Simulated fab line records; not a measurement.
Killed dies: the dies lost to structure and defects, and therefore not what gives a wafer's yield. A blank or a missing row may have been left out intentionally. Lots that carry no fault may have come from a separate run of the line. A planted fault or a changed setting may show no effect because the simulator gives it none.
Matching of chambers    flow nand harc    cmp-01 running NHARC_A_STAIRCASE_CMP_152: 4 sister chambers
The step polishes. 4 wafers are shown with their chamber, then 12 later ones without.

WAFERS, EACH WITH ITS CHAMBER
wafer   chamber  motor current A (A)
L083.6  3        12.3
L087.3  2        12.6
L087.4  1        12.0
L087.6  0        11.3

WAFERS WHOSE CHAMBER IS MISSING
wafer   motor current A (A)
L092.1  12.4
L092.2  12.1
L092.3  12.5
L093.1  12.6
L093.4  13.4
L093.5  13.1
L094.3  12.1
L094.5  11.9
L094.6  11.9
L095.2  11.8
L095.4  12.4
L095.6  12.5

WHICH CHAMBER EACH WENT THROUGH
wafer   from the rows above           in truth
L092.1  can't be placed: 3 or 2 or 1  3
L092.2  can't be placed: 1 or 3 or 2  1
L092.3  can't be placed: 2 or 3 or 1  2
L093.1  can't be placed: 2 or 3       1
L093.4  can't be placed: 2 or 3       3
L093.5  can't be placed: 2 or 3       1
L094.3  can't be placed: 1 or 3 or 2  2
L094.5  can't be placed: 1 or 3 or 0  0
L094.6  can't be placed: 1 or 3 or 0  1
L095.2  can't be placed: 1 or 0 or 3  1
L095.4  can't be placed: 3 or 2 or 1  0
L095.6  can't be placed: 2 or 3 or 1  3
0 of 12 placed correctly. These rows do not allow placing 12 (true chamber among the candidates in 9). Wrongly placed: 0.
How it was worked out, from the rows above alone: a wafer's distance from a chamber is the root of the sum, over the readings, of the square of ((its reading less the chamber's mean) divided by the reading's scatter). The wafer belongs to the nearest chamber; if the next one is less than 2 further off, it can't be placed. For every chamber, the mean is computed from those of its wafers that are shown. The scatter: with one shown wafer a chamber, the root of the mean of the squares of how far each hidden wafer lies from its nearest shown one.
